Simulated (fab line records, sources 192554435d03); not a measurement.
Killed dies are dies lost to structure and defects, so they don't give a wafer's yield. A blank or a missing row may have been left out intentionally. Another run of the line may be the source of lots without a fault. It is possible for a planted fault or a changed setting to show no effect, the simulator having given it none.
Matching of chambers || flow n5Finfet || rieDiel-01 running N5_FIN_SAQP_ETCH_69: 4 sister chambers
The step etches SOC in N2/H2, stops on SiNx, target depth 150 nm. 18 wafers are shown with their chamber, then 9 later ones without.

## WAFERS PAIRED WITH THEIR CHAMBERS
{"wafer": "L075.1", "chamber": 2, "showerheadPlenumPTorr (Torr)": 2.54, "throttleValvePct (%)": 17.70, "oesProductAu (a.u.)": 0.74}
{"wafer": "L075.5", "chamber": 2, "showerheadPlenumPTorr (Torr)": 2.54, "throttleValvePct (%)": 17.69, "oesProductAu (a.u.)": 0.74}
{"wafer": "L075.6", "chamber": 1, "showerheadPlenumPTorr (Torr)": 2.54, "throttleValvePct (%)": 17.77, "oesProductAu (a.u.)": 0.71}
{"wafer": "L079.2", "chamber": 3, "showerheadPlenumPTorr (Torr)": 2.47, "throttleValvePct (%)": 17.93, "oesProductAu (a.u.)": 0.81}
{"wafer": "L079.3", "chamber": 0, "showerheadPlenumPTorr (Torr)": 2.47, "throttleValvePct (%)": 17.48, "oesProductAu (a.u.)": 0.86}
{"wafer": "L079.4", "chamber": 2, "showerheadPlenumPTorr (Torr)": 2.54, "throttleValvePct (%)": 17.69, "oesProductAu (a.u.)": 0.74}
{"wafer": "L081.1", "chamber": 1, "showerheadPlenumPTorr (Torr)": 2.53, "throttleValvePct (%)": 17.79, "oesProductAu (a.u.)": 0.71}
{"wafer": "L081.4", "chamber": 2, "showerheadPlenumPTorr (Torr)": 2.53, "throttleValvePct (%)": 17.72, "oesProductAu (a.u.)": 0.73}
{"wafer": "L081.6", "chamber": 1, "showerheadPlenumPTorr (Torr)": 2.53, "throttleValvePct (%)": 17.79, "oesProductAu (a.u.)": 0.70}
{"wafer": "L087.3", "chamber": 3, "showerheadPlenumPTorr (Torr)": 2.46, "throttleValvePct (%)": 17.95, "oesProductAu (a.u.)": 0.79}
{"wafer": "L087.4", "chamber": 0, "showerheadPlenumPTorr (Torr)": 2.47, "throttleValvePct (%)": 17.52, "oesProductAu (a.u.)": 0.85}
{"wafer": "L087.6", "chamber": 1, "showerheadPlenumPTorr (Torr)": 2.53, "throttleValvePct (%)": 17.82, "oesProductAu (a.u.)": 0.70}
{"wafer": "L088.1", "chamber": 2, "showerheadPlenumPTorr (Torr)": 2.53, "throttleValvePct (%)": 17.75, "oesProductAu (a.u.)": 0.72}
{"wafer": "L088.2", "chamber": 1, "showerheadPlenumPTorr (Torr)": 2.53, "throttleValvePct (%)": 17.82, "oesProductAu (a.u.)": 0.69}
{"wafer": "L088.6", "chamber": 2, "showerheadPlenumPTorr (Torr)": 2.53, "throttleValvePct (%)": 17.75, "oesProductAu (a.u.)": 0.72}
{"wafer": "L089.1", "chamber": 2, "showerheadPlenumPTorr (Torr)": 2.53, "throttleValvePct (%)": 17.75, "oesProductAu (a.u.)": 0.72}
{"wafer": "L089.2", "chamber": 0, "showerheadPlenumPTorr (Torr)": 2.46, "throttleValvePct (%)": 17.54, "oesProductAu (a.u.)": 0.84}
{"wafer": "L089.4", "chamber": 1, "showerheadPlenumPTorr (Torr)": 2.53, "throttleValvePct (%)": 17.84, "oesProductAu (a.u.)": 0.69}

SIGNATURES (averages over the wafers above)
{"reading": "showerheadPlenumPTorr", "chamber 0": 2.4667, "chamber 1": 2.5317, "chamber 2": 2.5343, "chamber 3": 2.4650, "scatter within a chamber": 0.00515}
{"reading": "throttleValvePct", "chamber 0": 17.5133, "chamber 1": 17.8050, "chamber 2": 17.7214, "chamber 3": 17.9400, "scatter within a chamber": 0.0271}
{"reading": "oesProductAu", "chamber 0": 0.8500, "chamber 1": 0.7000, "chamber 2": 0.7300, "chamber 3": 0.8000, "scatter within a chamber": 0.01}
Rule: a wafer lies at a distance from a chamber equal to the root of the sum of squares, over the readings, of (its reading less the chamber's mean, divided by the reading's scatter). The wafer belongs to the nearest chamber; if the next one is less than 2 further off, it can't be placed. The scatter is the square root of a quotient: the sum, over the shown wafers, of each reading's squared deviation from its chamber's mean, divided by wafers minus chambers.

## WAFERS MISSING THEIR CHAMBER
{"wafer": "L090.1", "showerheadPlenumPTorr (Torr)": 2.52, "throttleValvePct (%)": 17.85, "oesProductAu (a.u.)": 0.69}
{"wafer": "L090.2", "showerheadPlenumPTorr (Torr)": 2.46, "throttleValvePct (%)": 17.97, "oesProductAu (a.u.)": 0.79}
{"wafer": "L090.3", "showerheadPlenumPTorr (Torr)": 2.46, "throttleValvePct (%)": 17.53, "oesProductAu (a.u.)": 0.83}
{"wafer": "L092.1", "showerheadPlenumPTorr (Torr)": 2.46, "throttleValvePct (%)": 17.97, "oesProductAu (a.u.)": 0.79}
{"wafer": "L092.2", "showerheadPlenumPTorr (Torr)": 2.46, "throttleValvePct (%)": 17.52, "oesProductAu (a.u.)": 0.83}
{"wafer": "L092.3", "showerheadPlenumPTorr (Torr)": 2.53, "throttleValvePct (%)": 17.76, "oesProductAu (a.u.)": 0.71}
{"wafer": "L096.1", "showerheadPlenumPTorr (Torr)": 2.52, "throttleValvePct (%)": 17.85, "oesProductAu (a.u.)": 0.68}
{"wafer": "L096.2", "showerheadPlenumPTorr (Torr)": 2.52, "throttleValvePct (%)": 17.78, "oesProductAu (a.u.)": 0.71}
{"wafer": "L096.5", "showerheadPlenumPTorr (Torr)": 2.46, "throttleValvePct (%)": 17.97, "oesProductAu (a.u.)": 0.78}

## CHAMBER TAKEN BY EACH
{"wafer": "L090.1", "from the rows above": 1, "in truth": 1}
{"wafer": "L090.2", "from the rows above": 3, "in truth": 3}
{"wafer": "L090.3", "from the rows above": 0, "in truth": 0}
{"wafer": "L092.1", "from the rows above": 3, "in truth": 3}
{"wafer": "L092.2", "from the rows above": 0, "in truth": 0}
{"wafer": "L092.3", "from the rows above": "can't be placed: 1 or 2", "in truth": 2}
{"wafer": "L096.1", "from the rows above": 1, "in truth": 1}
{"wafer": "L096.2", "from the rows above": "can't be placed: 1 or 2", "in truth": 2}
{"wafer": "L096.5", "from the rows above": 3, "in truth": 3}
Correct placement for 7 of the 9. Unplaceable from these rows: 2, with the true chamber sitting among the candidates in 2. Placed wrongly: 0.
